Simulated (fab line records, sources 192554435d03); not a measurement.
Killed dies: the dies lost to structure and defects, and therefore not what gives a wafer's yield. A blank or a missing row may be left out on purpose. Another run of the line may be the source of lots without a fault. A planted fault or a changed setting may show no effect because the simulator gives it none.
Split-lot trial + flow n5 finfet + on a route of 1938 steps: 7 lots, 21 wafers read

## ON THE SPLIT
At N5_DUMMY_GATE_EXPOSE_12 (exposes mask GATE, target cd 25 nm), the setting dose mj was moved away from the recipe's 34 on 5 of the 21 wafers read, by -6.8% to +2.4%. For the rest of the wafers, this setting stayed at what the recipe calls for.

## FROM THE SPLIT TO THE READING: what the file shows between them, 2 steps
- N5_DUMMY_GATE_PEB_13: peb time 60 s
- N5_DUMMY_GATE_DEVELOP_14: develop time 30 s

## THE READING
Shown in nm: cd nm at N5_DUMMY_GATE_CD_MEAS_15, with target cd 25.8 nm. On this fab line, fault-free wafers typically give 25.05 nm with a standard deviation of 0.21 nm.

| wafer  | tool, chamber at the split | dose mj as run | against the recipe | cd nm, nm | against lot-mates on the recipe |
|--------|----------------------------|----------------|--------------------|-----------|---------------------------------|
| L078.1 | euv scanner-01, 0          | 34             | recipe             | 25.16     | -                               |
| L078.4 | euv scanner-01, 0          | 34             | recipe             | 25.20     | -                               |
| L078.5 | euv scanner-01, 0          | 34             | recipe             | 25.34     | -                               |
| L085.2 | euv scanner-02, 0          | 34             | recipe             | 25.32     | -                               |
| L085.4 | euv scanner-02, 0          | 34             | recipe             | 25.29     | -                               |
| L085.6 | euv scanner-02, 0          | 34             | recipe             | 25.00     | -                               |
| L086.1 | euv scanner-02, 0          | 34             | recipe             | 25.12     | -                               |
| L086.3 | euv scanner-02, 0          | 34             | recipe             | 25.22     | -                               |
| L086.6 | euv scanner-02, 0          | 34             | recipe             | 25.27     | -                               |
| L087.2 | euv scanner-02, 0          | 34             | recipe             | 25.23     | -                               |
| L087.3 | euv scanner-02, 0          | 31.7           | -6.8%              | 26.47     | +1.23                           |
| L087.6 | euv scanner-02, 0          | 34             | recipe             | 25.24     | -                               |
| L091.2 | euv scanner-01, 0          | 34             | recipe             | 25.12     | -                               |
| L091.3 | euv scanner-01, 0          | 34.8           | +2.4%              | 24.73     | -0.46                           |
| L091.4 | euv scanner-01, 0          | 34             | recipe             | 25.27     | -                               |
| L095.1 | euv scanner-02, 0          | 32.61          | -4.1%              | 25.69     | no lot-mate on the recipe       |
| L095.2 | euv scanner-02, 0          | 32.61          | -4.1%              | 26.17     | no lot-mate on the recipe       |
| L095.3 | euv scanner-02, 0          | 32.61          | -4.1%              | 25.91     | no lot-mate on the recipe       |
| L097.1 | euv scanner-02, 0          | 34             | recipe             | 24.93     | -                               |
| L097.2 | euv scanner-02, 0          | 34             | recipe             | 25.07     | -                               |
| L097.4 | euv scanner-02, 0          | 34             | recipe             | 25.12     | -                               |

FIT RESULTS
A straight line over all 21 wafers: cd nm changes by -0.186 nm for each +1% of dose mj; r = -0.95; the points scatter about the line by 0.13 nm.
The same after taking each lot's own level away (the mean of its wafers on the recipe; 18 wafers): -0.184 nm for each +1%; r = -0.97; scatter 0.088 nm.
On that fit, the largest move of dose mj shifts the reading by 1.2 nm.
Across the lots, their own levels run from 25.040 to 25.235 nm, a range of 0.9 times the standard deviation given above.
Hence the lot-to-lot level has little effect on the slope; both slopes agree.
Check: with one of the wafers moved furthest among these (-6.8%) left out of the fit, the line predicts +1.34 nm for it against its lot-mates. Against them it came out at +1.23 nm.

## ADDITIONAL SPLITS CARRIED BY THESE WAFERS
Other splits were also applied to these wafers ahead of the reading. Each is held against what the fit with the lots' levels taken away leaves over:
| other split on the same wafers    | wafers away from the commonest value | r with cd nm (lot level and that fit taken away) |
|-----------------------------------|--------------------------------------|--------------------------------------------------|
| N5_FIN_SAQP_ALD_61 temp c         | 7                                    | -0.12                                            |
| N5_FIN_SAQP_HM_DEP_03 time s      | 6                                    | +0.36                                            |
| N5_FIN_SAQP_ETCH_51 cf4 flow sccm | 9                                    | +0.04                                            |

## THE FILE'S OWN FIT
cd nm changes by -0.186 nm for each +1% of dose mj, r = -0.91.
